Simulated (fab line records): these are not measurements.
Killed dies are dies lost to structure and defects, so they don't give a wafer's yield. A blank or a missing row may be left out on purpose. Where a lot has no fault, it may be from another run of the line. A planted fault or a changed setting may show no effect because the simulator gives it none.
Lot-split experiment / flow n5Finfet / 21 wafers read from 7 lots, route of 1938 steps

ON THE SPLIT
At N5_BEOL_M8_ETCH_62 (etches SOC in N2/H2, target depth 110 nm, overetch 22 nm, time 165 s), the setting timeS was moved away from the recipe's 165 s on 9 of the 21 wafers read, by -15.3% to +18.1%. The other wafers ran this setting at the recipe's value.

Reading taken at the split's own step.

THE READING
SiARC_of_BEOL_M8_COAT_60.thkNm (the simulator's own value, which no gauge read), in nm, at N5_BEOL_M8_ETCH_62 (etches SOC in N2/H2, target depth 110 nm, overetch 22 nm, time 165 s). There is no usual value for it anywhere in the file. The 12 wafers here that ran the recipe average 28.3 nm, standard deviation 0.24 nm.

wafer=L076.1; tool, chamber at the split=rieDiel-05, 0; timeS as run, s=165; against the recipe=recipe; SiARC_of_BEOL_M8_COAT_60.thkNm, nm=28.8; against lot-mates on the recipe=-
wafer=L076.2; tool, chamber at the split=rieDiel-05, 2,1; timeS as run, s=165; against the recipe=recipe; SiARC_of_BEOL_M8_COAT_60.thkNm, nm=28.4; against lot-mates on the recipe=-
wafer=L076.3; tool, chamber at the split=rieDiel-05, 2,1; timeS as run, s=165; against the recipe=recipe; SiARC_of_BEOL_M8_COAT_60.thkNm, nm=28.4; against lot-mates on the recipe=-
wafer=L078.4; tool, chamber at the split=rieDiel-06, 2,3; timeS as run, s=194.8; against the recipe=+18.1%; SiARC_of_BEOL_M8_COAT_60.thkNm, nm=27.2; against lot-mates on the recipe=-0.8
wafer=L078.6; tool, chamber at the split=rieDiel-06, 2,3; timeS as run, s=194.8; against the recipe=+18.1%; SiARC_of_BEOL_M8_COAT_60.thkNm, nm=27.2; against lot-mates on the recipe=-0.8
wafer=L078.5; tool, chamber at the split=rieDiel-06, 0; timeS as run, s=165; against the recipe=recipe; SiARC_of_BEOL_M8_COAT_60.thkNm, nm=28; against lot-mates on the recipe=-
wafer=L082.3; tool, chamber at the split=rieDiel-05, 2,1; timeS as run, s=139.7; against the recipe=-15.3%; SiARC_of_BEOL_M8_COAT_60.thkNm, nm=29.4; against lot-mates on the recipe=+1.0
wafer=L082.5; tool, chamber at the split=rieDiel-05, 2,1; timeS as run, s=139.7; against the recipe=-15.3%; SiARC_of_BEOL_M8_COAT_60.thkNm, nm=29.4; against lot-mates on the recipe=+1.0
wafer=L082.6; tool, chamber at the split=rieDiel-05, 2; timeS as run, s=165; against the recipe=recipe; SiARC_of_BEOL_M8_COAT_60.thkNm, nm=28.4; against lot-mates on the recipe=-
wafer=L085.2; tool, chamber at the split=rieDiel-02, 3; timeS as run, s=165; against the recipe=recipe; SiARC_of_BEOL_M8_COAT_60.thkNm, nm=28.2; against lot-mates on the recipe=-
wafer=L085.3; tool, chamber at the split=rieDiel-02, 0; timeS as run, s=165; against the recipe=recipe; SiARC_of_BEOL_M8_COAT_60.thkNm, nm=28; against lot-mates on the recipe=-
wafer=L085.4; tool, chamber at the split=rieDiel-02, 1; timeS as run, s=150.4; against the recipe=-8.8%; SiARC_of_BEOL_M8_COAT_60.thkNm, nm=28.6; against lot-mates on the recipe=+0.5
wafer=L086.2; tool, chamber at the split=rieDiel-02, 3; timeS as run, s=165; against the recipe=recipe; SiARC_of_BEOL_M8_COAT_60.thkNm, nm=28.4; against lot-mates on the recipe=-
wafer=L086.5; tool, chamber at the split=rieDiel-02, 0; timeS as run, s=143.6; against the recipe=-13.0%; SiARC_of_BEOL_M8_COAT_60.thkNm, nm=28.8; against lot-mates on the recipe=+0.4
wafer=L086.6; tool, chamber at the split=rieDiel-02, 3; timeS as run, s=143.6; against the recipe=-13.0%; SiARC_of_BEOL_M8_COAT_60.thkNm, nm=29.2; against lot-mates on the recipe=+0.8
wafer=L089.1; tool, chamber at the split=rieDiel-02, 1,2; timeS as run, s=165; against the recipe=recipe; SiARC_of_BEOL_M8_COAT_60.thkNm, nm=28.2; against lot-mates on the recipe=-
wafer=L089.2; tool, chamber at the split=rieDiel-02, 1,2; timeS as run, s=165; against the recipe=recipe; SiARC_of_BEOL_M8_COAT_60.thkNm, nm=28.2; against lot-mates on the recipe=-
wafer=L089.4; tool, chamber at the split=rieDiel-02, 3; timeS as run, s=165; against the recipe=recipe; SiARC_of_BEOL_M8_COAT_60.thkNm, nm=28.6; against lot-mates on the recipe=-
wafer=L091.1; tool, chamber at the split=rieDiel-06, 0,1; timeS as run, s=193.6; against the recipe=+17.3%; SiARC_of_BEOL_M8_COAT_60.thkNm, nm=26.8; against lot-mates on the recipe=-1.2
wafer=L091.4; tool, chamber at the split=rieDiel-06, 0,1; timeS as run, s=193.6; against the recipe=+17.3%; SiARC_of_BEOL_M8_COAT_60.thkNm, nm=26.8; against lot-mates on the recipe=-1.2
wafer=L091.3; tool, chamber at the split=rieDiel-06, 1; timeS as run, s=165; against the recipe=recipe; SiARC_of_BEOL_M8_COAT_60.thkNm, nm=28; against lot-mates on the recipe=-
Where a row lists several chambers, the file gives one row for several wafers and doesn't say which wafer went through which chamber.

FIT RESULTS
A straight line over all 21 wafers: SiARC_of_BEOL_M8_COAT_60.thkNm changes by -0.0683 nm for each +1% of timeS; r = -0.95; the points scatter about the line by 0.24 nm.
The same after taking each lot's own level away (the mean of its wafers on the recipe; 21 wafers): -0.0567 nm for each +1%; r = -0.96; scatter 0.17 nm.
According to that fit, moving timeS by its largest amount changes the reading by 1 nm.
Measured against the standard deviation above, the lots' own levels, which go from 28.00 to 28.53 nm, span 2.2 times it.
In other words, the slope is changed by the lot-to-lot level; the two fits disagree.
Check: with one of the wafers moved furthest among these (+18.1%) left out of the fit, the line predicts -1.08 nm for it against its lot-mates. It came out at -0.8 nm against them.

THE OTHER SPLITS THESE WAFERS WENT THROUGH
These wafers also went through other splits before the reading. Each is held against what the fit with the lots' levels taken away leaves over:
other split on the same wafers=N5_BEOL_M5_ILD_DEP_00 timeS; wafers away from the commonest value=7; r with SiARC_of_BEOL_M8_COAT_60.thkNm (lot level and that fit taken away)=-0.20
other split on the same wafers=N5_BEOL_M5_COAT_71 spinRpm; wafers away from the commonest value=9; r with SiARC_of_BEOL_M8_COAT_60.thkNm (lot level and that fit taken away)=+0.03
other split on the same wafers=N5_BEOL_M6_ETCH_62 timeS; wafers away from the commonest value=8; r with SiARC_of_BEOL_M8_COAT_60.thkNm (lot level and that fit taken away)=-0.04
other split on the same wafers=N5_BEOL_M6_COAT_22 spinRpm; wafers away from the commonest value=10; r with SiARC_of_BEOL_M8_COAT_60.thkNm (lot level and that fit taken away)=-0.08
other split on the same wafers=N5_BEOL_M7_VIA_ETCH_34 sourceW; wafers away from the commonest value=4; r with SiARC_of_BEOL_M8_COAT_60.thkNm (lot level and that fit taken away)=+0.04
other split on the same wafers=N5_BEOL_M7_TRENCH_ETCH_37 timeS; wafers away from the commonest value=8; r with SiARC_of_BEOL_M8_COAT_60.thkNm (lot level and that fit taken away)=+0.12

THE WHOLE CHAIN: every reading that the file lists as answering this split, in the file's order
step=N5_BEOL_M8_ETCH_62; what it does=etches SOC in N2/H2, target depth 110 nm, overetch 22 nm, time 165 s; reading=SiARC_of_BEOL_M8_COAT_60.thkNm (the simulator's own value, which no gauge read); change (the file's fit)=-0.0567 nm for each +1% of the setting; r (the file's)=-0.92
step=N5_BEOL_M8_HM_OPEN_17; what it does=chemistry Cl2/BCl3, target TiN, target depth 20 nm, overetch 6 nm; reading=etch.depthNm (the simulator's own value, which no gauge read); change (the file's fit)=not straight: 20.38 at the lowest setting, 19.99 at the recipe, 16.85 at the highest; r (the file's)=not given

FILE'S OWN FIT
SiARC_of_BEOL_M8_COAT_60.thkNm changes by -0.0567 nm for each +1% of timeS, r = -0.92.
